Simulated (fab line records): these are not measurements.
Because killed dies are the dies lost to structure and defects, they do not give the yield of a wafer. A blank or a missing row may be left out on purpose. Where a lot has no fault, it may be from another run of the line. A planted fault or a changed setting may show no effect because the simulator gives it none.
fab line records | flow nand_harc
record: lots: 5 wafers: 15 last_day: 24
route steps=1159 shown P_CONTACT@217 END@1159
lots that met no fault: from a run of the same line without faults
start_h: start of the lot's first displayed wafer, in hours after the record's first day | wait_h: hours from the lot's prior step to this one | " as in the row above | L1.1+2: several wafers, shown together as one row | - no value, or no start given | * or withheld: withheld | < > ~ a bound
route shown NAME@n: a module of which the file shows steps, and the number in the route of the first | usual: mean/standard deviation taken from wafers without a fault | same: alike in all rows | chamber/n: place in a boat | sites: each site's reading | _std_site: standard deviation of those values | _edge_site: outer sites' mean less inner sites' | radius_mm: for every site, how far away it sits from the centre of the wafer | mask NAME#n: copy n | behind: tool/chamber where the wafer was last shaped | hold: cause of the lot's hold/its duration in hours/its outcome | device: whichever transistor did not switch (one of n, p or np) | end of line: the same wafers' tests at the end of the route | a step given without rows: its recipe and nothing more | killed: the dies lost at the first sort to structure and to defects; this is not the yield of the wafer | map: per-die view of a wafer (x killed, . not killed, _ where there is no die)
set.NAME: the setting as run; set.NAME@STEP: as run at that earlier step | model.NAME: the simulator's own value behind a step, which no gauge read
a table for each step, a row for each wafer; lots at some steps of the route
services: when a tool's chamber went out of use (start_h, in hours from the record's first day, below 0 if earlier), for how many hours, and the reason
== steps ==
step: NHARC_P_CONTACT_DEP_30
recipe: target_thk_a: 300 temp_c: 400 target_thk_nm: 30 flow_sccm: 200 rf_w: 450 material: SiNx
step: NHARC_P_CONTACT_DEP_00
recipe: target_thk_a: 5000 temp_c: 400 pressure_torr: 6.5 rf_w: 900 teos_flow_sccm: 161.4 flow_sccm: 2650 target_thk_nm: 500 gas: O2 material: SiO2
usual: heater_power_w: 602/88 mfc_precursor_sccm: 161.4/0.41 throttle_valve_pct: 16.0/0.76
columns lot.wafer tool chamber start_h wait_h heater_power_w mfc_precursor_sccm throttle_valve_pct
L179.2 pecvd-03 1 - - 672 162.3 15.3
L179.1 " 2 " " 684 161.2 15.8
L179.6 " 2 " " 738 161.0 16.1
L182.3 pecvd-03 2 - - 663 161.3 16.1
L182.2 " 1 " " 709 161.5 15.5
L182.4 " 0 " " 640 161.1 17.1
L187.3 pecvd-01 1 - - 491 161.6 16.5
L187.1 " 0 " " 556 161.6 14.8
L187.4 " 0 " " 571 161.8 14.7
L195.2 pecvd-03 1 - - 719 161.8 15.7
L195.1 " 0 " " 613 160.7 17.3
L195.5 " 1 " " 545 161.6 16.0
L196.2 pecvd-04 1 - - 548 161.4 16.0
L196.1 " 2 " " 516 161.4 16.6
L196.6 " 2 " " 534 161.2 16.8
step: NHARC_P_CONTACT_CMP_01
recipe: target_thk_nm: 200 material: SiO2
usual: edge_zone_pressure_frac: 1.000/0.0047 motor_current_A: 12.4/1.2
columns lot.wafer tool chamber start_h wait_h edge_zone_pressure_frac motor_current_A
L179.1 cmp-04 0 139.90 - 1.007 12.5
L179.2 " 3 " " 1.006 14.3
L179.6 " 1 " " 1.003 11.7
L182.2 cmp-02 3 157.31 - 0.998 10.8
L182.3 " 0 " " 0.999 12.0
L182.4 " 1 " " 1.011 12.5
L187.1 cmp-02 1 184.63 - 0.997 12.4
L187.3 " 3 " " 1.002 10.5
L187.4 " 0 " " 0.996 12.5
L195.2 cmp-02 2 232.50 - 0.994 12.2
L195.1 " 3 " " 1.006 10.0
L195.5 " 1 " " 1.004 12.0
L196.2 cmp-04 1 238.83 - 1.003 11.0
L196.1 " 3 " " 0.998 13.4
L196.6 " 1 " " 1.002 11.4
step: NHARC_P_CONTACT_SRD_03
step: NHARC_P_CONTACT_DEHYDRATE_04
recipe: temp_c: 150 time_s: 120
step: NHARC_P_CONTACT_HMDS_05
recipe: time_s: 30
step: NHARC_P_CONTACT_COAT_33
recipe: temp_c: 260 time_s: 75
step: NHARC_P_CONTACT_COAT_34
recipe: temp_c: 225 time_s: 65
step: NHARC_P_CONTACT_COAT_06
recipe: spin_rpm: 1500 resist_thk_nm: 90
step: NHARC_P_CONTACT_SOFTBAKE_07
recipe: temp_c: 105 time_s: 55
step: NHARC_P_CONTACT_EBR_08
step: NHARC_P_CONTACT_EXPOSE_09
recipe: na: 1.35 target_cd_nm: 90 dose_mj: 81.26 mask_id: P_CA
usual: focus_offset_nm: 0.0/0.52
columns lot.wafer tool chamber start_h wait_h mask focus_offset_nm
L179.1 arfi_scanner-01 0 140.59 - P_CA#0 0.4
L179.2 " 0 " " P_CA#0 0.3
L179.6 " 0 " " P_CA#0 0.3
L182.2 arfi_scanner-03 0 157.98 - P_CA#0 0.8
L182.3 " 0 " " P_CA#0 0.3
L182.4 " 0 " " P_CA#0 0.6
L187.1 arfi_scanner-03 0 185.32 - P_CA_R1#0 -0.4
L187.3 " 0 " " P_CA_R1#0 0.2
L187.4 " 0 " " P_CA_R1#0 -0.2
L195.1 arfi_scanner-01 0 233.15 - P_CA#0 0.1
L195.2 " 0 " " P_CA#0 0.2
L195.5 " 0 " " P_CA#0 1.0
L196.1 arfi_scanner-01 0 239.39 - P_CA#0 -0.3
L196.2 " 0 " " P_CA#0 -0.8
L196.6 " 0 " " P_CA#0 0.1
step: NHARC_P_CONTACT_PEB_10
recipe: peb_temp_c: 100 peb_time_s: 65
step: NHARC_P_CONTACT_DEVELOP_11
recipe: develop_time_s: 35 dev_temp_c: 23
step: NHARC_P_CONTACT_CD_MEAS_12
recipe: target_cd_nm: 90 landing_energy_ev: 500
usual: cd_nm: 90.1/0.59
same: landing_energy_ev: 500
columns lot.wafer tool chamber start_h wait_h cd_nm
L179.1 cd_sem-01 0 140.72 - 90.0
L179.2 " 0 " " 89.0
L179.6 " 0 " " 89.2
L182.2 cd_sem-01 0 158.12 - 90.8
L182.3 " 0 " " 89.6
L182.4 " 0 " " 89.9
L187.1 cd_sem-02 0 185.46 - 93.8
L187.3 " 0 " " 93.0
L187.4 " 0 " " 93.5
L195.1 cd_sem-01 0 233.29 - 89.4
L195.2 " 0 " " 90.3
L195.5 " 0 " " 90.7
L196.1 cd_sem-02 0 239.53 - 90.5
L196.2 " 0 " " 90.4
L196.6 " 0 " " 91.0
step: NHARC_P_CONTACT_OVL_MEAS_13
usual: overlay_x_nm: -0.1/0.94 overlay_y_nm: 0.2/0.86
columns lot.wafer tool chamber start_h wait_h overlay_x_nm overlay_y_nm
L179.1 overlay-01 - 140.81 - 2.2 2.6
L179.2 " - " " 1.4 2.6
L179.6 " - " " 2.1 2.3
L182.2 overlay-02 - 158.21 - -1.2 0.5
L182.3 " - " " -1.0 0.4
L182.4 " - " " -1.1 1.5
L187.1 overlay-01 - 185.55 - -0.5 -0.9
L187.3 " - " " -0.3 -0.1
L187.4 " - " " 0.0 -0.6
L195.1 overlay-02 - 233.38 - 0.9 0.5
L195.2 " - " " 0.1 0.6
L195.5 " - " " 0.5 0.5
L196.1 overlay-01 - 239.62 - -0.3 -1.0
L196.2 " - " " 0.0 -0.9
L196.6 " - " " -0.2 -1.7
step: NHARC_P_CONTACT_INSPECT_14
usual: raw_defect_count: 3.6/2.1
columns lot.wafer tool chamber start_h wait_h raw_defect_count
L179.1 defect_inspect-02 - 140.85 0.0 4
L179.2 " - " " 4
L179.6 " - " " 7
L182.2 defect_inspect-02 - 158.24 0.0 3
L182.3 " - " " 7
L182.4 " - " " 4
L187.1 defect_inspect-01 - 185.58 0.0 2
L187.3 " - " " 3
L187.4 " - " " 0
L195.1 defect_inspect-01 - 233.41 0.0 1
L195.2 " - " " 2
L195.5 " - " " 8
L196.1 defect_inspect-01 - 239.65 0.0 5
L196.2 " - " " 4
L196.6 " - " " 2
step: NHARC_P_CONTACT_DESCUM_17
recipe: time_s: 3 o2_flow_sccm: 200 ar_flow_sccm: 0 bias_power_w: 0 chemistry: O2
usual: drypump_motor_current_A: 5.8/0.58 mfc_ar_sccm: 0.010/0.014 oes_product_au: 1.003/0.0087 rf_vpp_V: 57.8/0.89 showerhead_plenum_p_Torr: 1.89/0.089 throttle_valve_pct: 11.311/0.009
columns lot.wafer tool chamber start_h wait_h drypump_motor_current_A mfc_ar_sccm oes_product_au rf_hours_counter_h rf_vpp_V showerhead_plenum_p_Torr throttle_valve_pct model.P_CONTACT.cd_nm
L179.1 rie_diel-02 0 140.91 0.1 5.7 0 0.994 15 57.5 1.79 11.306 89.74
L179.2 " 3 " " 5.8 0.001 0.999 14 59.0 2.01 11.325 88.65
L179.6 " 1 " " 5.9 0.035 1.000 - 58.7 2.00 11.307 89.96
L182.2 rie_diel-12 3 158.30 0.1 5.4 0 1.014 14 57.3 1.80 11.310 90.49
L182.4 " 1 " " 6.4 0.029 1.018 12 58.3 1.87 11.299 89.36
L182.3 " 2 " " 4.8 0 1.003 15 57.9 2.00 11.302 89.28
L187.3 rie_diel-12 2 185.64 0.1 4.8 0 0.994 18 58.3 2.00 11.329 92.73
L187.1 " 0 " " 6.7 0.008 1.015 17 57.9 1.81 11.314 94
L187.4 " 1 " " 6.4 0.029 1.004 - 56.3 1.86 11.327 93.32
L195.1 rie_diel-02 3 233.49 0.1 5.7 0.001 1.008 7 59.8 2.00 11.309 89.15
L195.2 " 0 " " 5.7 0 1.014 7 56.3 1.79 11.319 90.57
L195.5 " 2 " " 5.8 0 0.999 - 57.7 1.93 11.317 90.46
L196.2 rie_diel-12 1 239.71 0.1 6.4 0.029 1.012 3 58.2 1.86 11.318 89.75
L196.1 " 0 " " 6.7 0.008 0.983 3 57.9 1.81 11.312 90.66
L196.6 " 1 " " 6.4 0.029 1.008 - 58.6 1.86 11.300 90.31
step: NHARC_P_CONTACT_ETCH_35
recipe: target_depth_a: 390 over_etch_frac: 0.3 time_s: 65 ion_energy_ev: 80 cf4_flow_sccm: 150 ar_flow_sccm: 0 rf_w: 300 bias_w: 100 chemistry: CF4
usual: cf4_flow_sccm: 149.9/0.42 drypump_motor_current_A: 5.8/0.59 mfc_ar_sccm: 0.009/0.013 oes_product_au: 1.005/0.01 rf_vpp_V: 151.1/1.4 showerhead_plenum_p_Torr: 1.76/0.076 throttle_valve_pct: 13.284/0.0088
columns lot.wafer tool chamber start_h wait_h cf4_flow_sccm drypump_motor_current_A mfc_ar_sccm oes_product_au rf_hours_counter_h rf_vpp_V showerhead_plenum_p_Torr throttle_valve_pct
L179.1 rie_diel-02 0 141.01 0.1 149.3 5.7 0 1.001 15 150.2 1.66 13.298
L179.2 " 1 " " 149.7 5.8 0.035 0.990 15 152.7 1.84 13.289
L179.6 " 3 " " 149.4 5.7 0.001 0.989 - 153.6 1.85 13.283
L182.4 rie_diel-12 2 158.39 0.1 149.5 4.8 0 1.004 15 153.1 1.85 13.280
L182.2 " 3 " " 149.5 5.4 0 1.021 15 149.3 1.67 13.288
L182.3 " 0 " " 149.6 6.7 0.008 1.009 13 148.9 1.68 13.291
L187.1 rie_diel-12 0 185.75 0.1 150.5 6.7 0.008 1.005 17 149.2 1.68 13.283
L187.3 " 1 " " 150.3 6.4 0.029 1.019 15 150.6 1.73 13.296
L187.4 " 0 " " 149.2 6.6 0.008 1.004 - 149.6 1.68 13.287
L195.1 rie_diel-02 0 233.56 0.1 149.9 5.7 0 1.002 7 148.2 1.66 13.286
L195.2 " 2 " " 150.5 5.8 0 0.991 7 151.6 1.78 13.289
L195.5 " 0 " " 149.8 5.7 0 1.007 - 149.9 1.66 13.288
L196.1 rie_diel-12 0 239.80 0.1 150.4 6.7 0.008 1.008 3 149.3 1.68 13.261
L196.2 " 1 " " 149.6 6.4 0.029 1.008 3 149.8 1.73 13.276
L196.6 " 1 " " 149.4 6.4 0.029 1.018 - 149.7 1.73 13.290
step: NHARC_P_CONTACT_ETCH_36
recipe: target_depth_a: 2600 over_etch_frac: 0.25 time_s: 406.25 ion_energy_ev: 200 n2_flow_sccm: 150 h2_flow_sccm: 150 ar_flow_sccm: 0 rf_w: 400 bias_w: 150 chemistry: N2/H2
usual: drypump_motor_current_A: 5.8/0.57 mfc_ar_sccm: 0.009/0.013 oes_product_au: 1.004/0.011 rf_vpp_V: 429.9/2.8 showerhead_plenum_p_Torr: 2.02/0.098 throttle_valve_pct: 14.171/0.0084
columns lot.wafer tool chamber start_h wait_h drypump_motor_current_A mfc_ar_sccm oes_product_au rf_hours_counter_h rf_vpp_V showerhead_plenum_p_Torr throttle_valve_pct
L179.2 rie_diel-02 3 - - 5.7 0.001 0.997 15 435.2 2.14 14.161
L179.1 " 0 " " 5.7 0 0.999 15 426.5 1.91 14.176
L179.6 " 2 " " 5.8 0 0.991 - 431.0 2.06 14.180
L182.3 rie_diel-12 3 - - 5.4 0 1.014 15 426.9 1.91 14.169
L182.4 " 0 " " 6.7 0.008 1.026 13 426.3 1.93 14.160
L182.2 " 2 " " 4.8 0 1.005 15 432.5 2.14 14.162
L187.3 rie_diel-12 2 - - 4.8 0 0.992 18 433.4 2.14 14.178
L187.1 " 1 " " 6.4 0.029 1.020 15 430.2 1.99 14.165
L187.4 " 1 " " 6.4 0.029 1.012 - 428.3 1.99 14.165
L195.1 rie_diel-02 0 - - 5.7 0 1.012 7 425.7 1.90 14.169
L195.2 " 1 " " 5.9 0.035 0.996 7 433.1 2.13 14.183
L195.5 " 3 " " 5.7 0.001 1.000 - 433.0 2.14 14.172
L196.2 rie_diel-12 2 - - 4.8 0 1.014 3 432.4 2.14 14.172
L196.1 " 0 " " 6.7 0.008 1.018 3 426.9 1.92 14.184
L196.6 " 3 " " 5.4 0 1.019 - 427.0 1.91 14.169
step: NHARC_P_CONTACT_ETCH_18
recipe: target_depth_a: 4810 time_s: 240.5 c4f8_flow_sccm: 20 o2_flow_sccm: 10 ar_flow_sccm: withheld rf_w: 600 bias_w: 1500 chemistry: C4F8/O2/Ar
usual: oes_product_au: 0.964/0.018 rf_vpp_V: 977/6.1
columns lot.wafer tool chamber start_h wait_h oes_product_au rf_hours_counter_h rf_vpp_V
L179.1 rie_diel-02 3 - - 0.971 15 986
L179.2 " 1 " " 0.968 15 983
L179.6 " 3 " " 0.965 - 985
L182.4 rie_diel-12 2 - - 0.960 15 984
L182.2 " 3 " " 0.947 15 971
L182.3 " 1 " " 0.977 12 975
L187.3 rie_diel-12 2 - - 0.942 19 982
L187.1 " 1 " " 0.956 15 974
L187.4 " 0 " " 0.954 - 971
L195.2 rie_diel-02 3 - - 0.930 7 984
L195.1 " 1 " " 0.924 7 983
L195.5 " 0 " " 0.932 - 970
L196.1 rie_diel-12 3 - - 0.983 3 969
L196.2 " 1 " " 0.975 3 975
L196.6 " 3 " " 0.982 - 970
step: NHARC_P_CONTACT_STRIP_37
recipe: c4f8_flow_sccm: withheld o2_flow_sccm: 8 ar_flow_sccm: withheld bias_w: 0 chemistry: C4F8/O2/Ar
step: NHARC_P_CONTACT_ETCH_31
recipe: target_depth_a: 300 time_s: 85.7 ion_energy_ev: 120 over_etch_frac: 1 ch3f_flow_sccm: 50 o2_flow_sccm: 30 ar_flow_sccm: 200 rf_w: 500 bias_w: 100 chemistry: CH3F/O2
usual: drypump_motor_current_A: 5.8/0.59 mfc_ar_sccm: 200.0/0.61 oes_product_au: 0.980/0.014 rf_vpp_V: 244.0/1.7 showerhead_plenum_p_Torr: 2.43/0.11 throttle_valve_pct: 20.663/0.0098
columns lot.wafer tool chamber start_h wait_h drypump_motor_current_A mfc_ar_sccm oes_product_au rf_hours_counter_h rf_vpp_V showerhead_plenum_p_Torr throttle_valve_pct model.P_CONTACT.cd_nm
L179.1 rie_diel-02 3 - - 5.7 199.1 0.991 15 245.1 2.57 20.653 87.24
L179.2 " 1 " " 5.8 200.8 0.983 15 246.1 2.56 20.663 89.05
L179.6 " 0 " " 5.6 198.7 0.986 - 244.5 2.31 20.672 90.28
L182.4 rie_diel-12 3 - - 5.4 199.7 0.980 15 243.3 2.31 20.677 89.21
L182.3 " 1 " " 6.4 199.4 0.995 12 243.1 2.40 20.650 91.35
L182.2 " 2 " " 4.8 199.7 0.977 15 245.2 2.57 20.666 89.57
L187.3 rie_diel-12 0 - - 6.7 200.3 0.987 17 241.1 2.33 20.661 91.58
L187.1 " 1 " " 6.4 200.1 0.983 15 244.0 2.40 20.673 94.06
L187.4 " 1 " " 6.4 199.9 0.987 - 243.8 2.40 20.660 94.06
L195.1 rie_diel-02 3 - - 5.7 199.5 0.968 7 245.1 2.57 20.665 88.33
L195.2 " 2 " " 5.8 200.3 0.948 7 244.3 2.48 20.660 88.31
L195.5 " 0 " " 5.7 200.0 0.966 - 241.8 2.30 20.658 89.13
L196.1 rie_diel-12 3 - - 5.4 199.2 0.996 3 242.5 2.31 20.669 90.16
L196.2 " 0 " " 6.7 199.9 0.983 3 243.2 2.33 20.657 90.44
L196.6 " 3 " " 5.4 198.7 0.989 - 242.0 2.31 20.660 89.95
step: NHARC_P_CONTACT_CD_MEAS_19
usual: cd_nm: 89.9/1.6
columns lot.wafer tool chamber start_h wait_h cd_nm
L179.1 cd_sem-02 - 141.78 - 87.1
L179.2 " - " " 89.2
L179.6 " - " " 90.5
L182.2 cd_sem-02 - 159.18 - 89.5
L182.3 " - " " 91.1
L182.4 " - " " 89.1
L187.1 cd_sem-01 - 186.66 - 94.1
L187.3 " - " " 91.4
L187.4 " - " " 94.1
L195.1 cd_sem-01 - 234.35 - 88.4
L195.2 " - " " 88.3
L195.5 " - " " 89.5
L196.1 cd_sem-01 - 240.59 - 89.9
L196.2 " - " " 89.9
L196.6 " - " " 90.0
step: NHARC_END_SORT_01
recipe: temp_c: 25
usual: killed_at_array: 26/11 killed_at_other: 0.6/1 killed_at_periphery: 3.1/2.1 killed_dies: 30/11 killed_open: 3.4/1.8 killed_short: 2.1/1.5
same: gross_dies: 677
columns lot.wafer tool chamber start_h wait_h killed_at_array killed_at_other killed_at_periphery killed_dies killed_open killed_short
L179.1 prober-02 0 465.16 2.5 17 1 4 22 2 1
L179.2 prober-02 0 465.96 2.8 24 3 9 36 3 6
L179.6 prober-02 0 469.14 4.0 27 1 6 34 3 3
L182.2 prober-02 0 487.46 2.8 21 0 2 23 6 1
L182.3 prober-02 0 488.28 3.1 12 0 4 16 6 1
L182.4 prober-02 0 489.10 3.5 16 0 1 17 2 0
L187.1 prober-01 0 510.07 2.5 41 0 1 42 2 0
L187.3 prober-01 0 511.67 3.1 44 0 3 47 4 2
L187.4 prober-01 0 512.48 3.4 46 0 2 48 3 4
L196.1 prober-02 0 561.82 2.5 31 1 5 37 6 0
L196.2 prober-02 0 562.62 2.8 39 1 2 42 3 3
L196.6 prober-02 0 565.82 4.0 32 1 1 34 4 2
L195.1 prober-01 0 569.59 2.5 20 0 0 20 0 2
L195.2 prober-01 0 570.38 2.8 43 1 1 45 4 3
L195.5 prober-01 0 572.77 3.7 34 0 4 38 4 0
killed by level:class
L179.1 A_SLIT:chamber_film_flake=13 P_M1:chamber_film_flake=2 P_CONTACT:geometric_particle:open=1 A_CHANNEL_FILL_D1:geometric_particle:short=1 A_STAIRCASE:geometric_particle:open=1 P_ZERO_WELL:chamber_film_flake=1 A_CHANNEL_HOLE_D1:chamber_film_flake=1 A_STAIRCASE:chamber_film_flake=1
L179.2 A_SLIT:chamber_film_flake=15 A_ONON_D1:geometric_particle:short=3 THIN_TSV:chamber_film_flake=3 P_M0:geometric_particle:short=2 P_ZERO_WELL:chamber_film_flake=2 P_M1:chamber_film_flake=2 P_GATE:geometric_particle:open=1 P_CONTACT:geometric_particle:open=1
L179.6 A_SLIT:chamber_film_flake=10 A_CHANNEL_HOLE_D1:chamber_film_flake=7 A_STAIRCASE:chamber_film_flake=3 A_ONON_D1:geometric_particle:open=2 P_ZERO_WELL:chamber_film_flake=2 A_CONTACT:chamber_film_flake=2 P_M0:geometric_particle:short=1 P_M0:geometric_particle:open=1
L182.2 A_CHANNEL_HOLE_D1:chamber_film_flake=4 A_M0:geometric_particle:open=3 A_CHANNEL_FILL_D1:chamber_film_flake=3 A_WL_FILL:chamber_film_flake=3 A_CONTACT:chamber_film_flake=3 P_M0:geometric_particle:open=1 A_ONON_D1:geometric_particle:open=1 A_SGD_CUT:geometric_particle:short=1
L182.3 A_ZERO_WELL:chamber_film_flake=3 A_CONTACT:geometric_particle:open=2 P_GATE:chamber_film_flake=2 A_CHANNEL_HOLE_D1:chamber_film_flake=2 P_GATE:geometric_particle:open=1 A_WL_FILL:geometric_particle:short=1 A_WL_FILL:geometric_particle:open=1 A_M0:geometric_particle:open=1
L182.4 A_CHANNEL_HOLE_D1:chamber_film_flake=5 A_CONTACT:chamber_film_flake=4 A_WL_FILL:chamber_film_flake=2 A_WL_FILL:geometric_particle:open=1 A_BLC:geometric_particle:open=1 P_GATE:chamber_film_flake=1 A_ZERO_WELL:chamber_film_flake=1 A_STAIRCASE:chamber_film_flake=1
L187.1 A_SLIT:chamber_film_flake=18 A_CHANNEL_HOLE_D1:chamber_film_flake=12 A_CHANNEL_FILL_D1:chamber_film_flake=4 A_M1:chamber_film_flake=2 P_STI:geometric_particle:open=1 A_CHANNEL_FILL_D1:geometric_particle:open=1 A_ZERO_WELL:chamber_film_flake=1 A_STAIRCASE:chamber_film_flake=1
L187.3 A_CHANNEL_HOLE_D1:chamber_film_flake=16 A_SLIT:chamber_film_flake=14 A_ZERO_WELL:chamber_film_flake=3 A_CHANNEL_FILL_D1:chamber_film_flake=2 A_STAIRCASE:chamber_film_flake=2 A_M1:chamber_film_flake=2 P_M0:geometric_particle:open=1 P_M0:geometric_particle:short=1
L187.4 A_CHANNEL_HOLE_D1:chamber_film_flake=15 A_SLIT:chamber_film_flake=15 A_WL_FILL:chamber_film_flake=3 P_M1:geometric_particle:short=2 A_ONON_D1:geometric_particle:open=2 A_ZERO_WELL:chamber_film_flake=2 A_CHANNEL_FILL_D1:chamber_film_flake=2 A_STAIRCASE:chamber_film_flake=2
L196.1 A_SLIT:chamber_film_flake=21 A_CHANNEL_HOLE_D1:chamber_film_flake=3 A_WL_FILL:geometric_particle:open=2 P_GATE:chamber_film_flake=2 A_STAIRCASE:chamber_film_flake=2 P_CONTACT:geometric_particle:open=1 P_M1:geometric_particle:open=1 A_SGD_CUT:geometric_particle:open=1
L196.2 A_SLIT:chamber_film_flake=17 A_CHANNEL_HOLE_D1:chamber_film_flake=11 A_CONTACT:chamber_film_flake=4 A_ONON_D1:geometric_particle:open=2 P_STI:chamber_film_flake=2 A_STAIRCASE:chamber_film_flake=2 A_WL_FILL:geometric_particle:short=1 A_WL_FILL:geometric_particle:open=1
L196.6 A_SLIT:chamber_film_flake=17 A_CHANNEL_HOLE_D1:chamber_film_flake=8 A_CONTACT:chamber_film_flake=2 P_CONTACT:geometric_particle:open=1 A_CHANNEL_HOLE_D1:geometric_particle:open=1 A_WL_FILL:geometric_particle:open=1 A_CONTACT:geometric_particle:open=1 A_M1:geometric_particle:short=1
L195.1 A_CHANNEL_HOLE_D1:chamber_film_flake=12 A_CONTACT:chamber_film_flake=3 A_STAIRCASE:chamber_film_flake=2 A_SOURCE_PLATE:geometric_particle:short=1 A_CHANNEL_FILL_D1:geometric_particle:short=1 A_WL_FILL:chamber_film_flake=1
L195.2 A_CHANNEL_HOLE_D1:chamber_film_flake=25 A_CONTACT:chamber_film_flake=5 A_STAIRCASE:chamber_film_flake=4 A_WL_FILL:geometric_particle:open=2 A_WL_FILL:chamber_film_flake=2 A_ONON_D1:geometric_particle:short=1 A_CHANNEL_HOLE_D1:geometric_particle:short=1 A_WL_FILL:geometric_particle:short=1
L195.5 A_CHANNEL_HOLE_D1:chamber_film_flake=16 A_STAIRCASE:chamber_film_flake=5 A_CONTACT:chamber_film_flake=5 A_WL_FILL:chamber_film_flake=3 P_GATE:chamber_film_flake=2 P_CONTACT:geometric_particle:open=1 A_CHANNEL_HOLE_D1:geometric_particle:open=1 A_SGD_CUT:geometric_particle:open=1
== services ==
columns tool chamber start_h hours kind
cmp-02 - 128.50 4.0 pm
rie_diel-12 0 132.61 - clean
rie_diel-12 1 132.61 - clean
rie_diel-12 2 132.61 - clean
rie_diel-12 3 132.61 - clean
arfi_scanner-03 - 140.00 4.0 pm
rie_diel-12 2 148.79 1.5 repair
rie_diel-02 - 150.70 9.0 pm
rie_diel-12 0 157.18 - clean
arfi_scanner-01 - 161.84 0.8 repair
pecvd-01 0 176.50 5.0 repair
pecvd-01 - 179.90 1.5 repair
rie_diel-12 3 184.69 3.1 repair
arfi_scanner-03 - 192.27 1.6 repair
pecvd-04 - 195.11 13.0 pm
arfi_scanner-01 - 196.00 4.0 pm
pecvd-03 0 199.42 6.3 repair
rie_diel-12 - 202.40 9.0 pm
cmp-04 - 203.08 4.0 pm
arfi_scanner-01 - 205.33 2.1 repair
rie_diel-02 - 215.47 0.5 repair
cmp-04 - 222.12 1.5 repair
cmp-02 - 226.50 4.0 pm
pecvd-01 - 237.47 13.0 pm
== key ==
first_sign: step: NHARC_P_CONTACT_EXPOSE_09 reading: mask direction: changed
effect: step: NHARC_P_CONTACT_CD_MEAS_12 reading: cd_nm direction: up sigmas: 5.7 usual: 90.1 struck: 93.5
effect: step: NHARC_P_CONTACT_CD_MEAS_19 reading: cd_nm direction: up sigmas: 2.1 usual: 89.9 struck: 93.2
model_effect: step: NHARC_P_CONTACT_DESCUM_17 value: P_CONTACT.cd_nm without: 89.26 struck: 93.35
model_effect: step: NHARC_P_CONTACT_ETCH_31 value: P_CONTACT.cd_nm without: 89.15 struck: 93.23
met_at NHARC_P_CONTACT_EXPOSE_09
struck_wafers L187.1,L187.3,L187.4
tester_left_out L187
onset_between 157.98 185.32
fault: kind: wrong_mask tool: any chamber: - onset_h: 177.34 steps: NHARC_P_CONTACT_EXPOSE_09 aux_copy: P_CA_R1#0 cd_offset_nm: 4.0869 scope: struck_lots_only
tester_left_out: of these lots the tester's yield and bins aren't shown, on N5 and GAA mostly nor the transistor test; their killed dies are dies lost to structure and defects alone, not to doping, threshold or leakage, so they don't give the yield
